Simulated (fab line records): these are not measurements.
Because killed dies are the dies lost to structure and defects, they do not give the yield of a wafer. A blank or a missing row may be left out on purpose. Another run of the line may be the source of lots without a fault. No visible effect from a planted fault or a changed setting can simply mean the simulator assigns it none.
Matching of chambers    flow nand-harc    NHARC_A_CONTACT_ETCH_91 on rie-diel-11 has 4 sister chambers
The step etches the open film in CH3F/O2, target depth 40 nm, time 85.7 s. 4 wafers are shown with their chamber, then 7 later ones without.

== WAFERS PAIRED WITH THEIR CHAMBERS ==
wafer   chamber  showerhead-plenum-p-Torr (Torr)
L876.6  1        2.65
L881.1  0        2.33
L889.1  2        2.63
L889.3  3        2.64

== WAFERS MISSING THEIR CHAMBER ==
wafer   showerhead-plenum-p-Torr (Torr)
L889.4  2.65
L892.1  2.32
L892.2  2.64
L892.5  2.64
L890.1  2.32
L890.3  2.63
L890.6  2.63

== WHICH CHAMBER EACH ONE RAN IN ==
wafer   from the rows above           in truth
L889.4  can't be placed: 1 or 3       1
L892.1  0                             0
L892.2  can't be placed: 3 or 1 or 2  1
L892.5  can't be placed: 3 or 1 or 2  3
L890.1  0                             0
L890.3  can't be placed: 2 or 3       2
L890.6  can't be placed: 2 or 3       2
Placed correctly: 2 of 7. These rows do not allow placing 5 (true chamber among the candidates in 5). Placed wrongly: 0.
How it was worked out, from the rows above alone: a wafer's distance from a chamber is the root of the sum, over the readings, of the square of ((its reading less the chamber's mean) divided by the reading's scatter). The wafer belongs to the nearest chamber; if the next one is less than 2 further off, it can't be placed. A chamber's mean is the mean of its shown wafers. The scatter: root of mean squared gap, hidden wafer to nearest shown wafer, with one shown wafer a chamber.
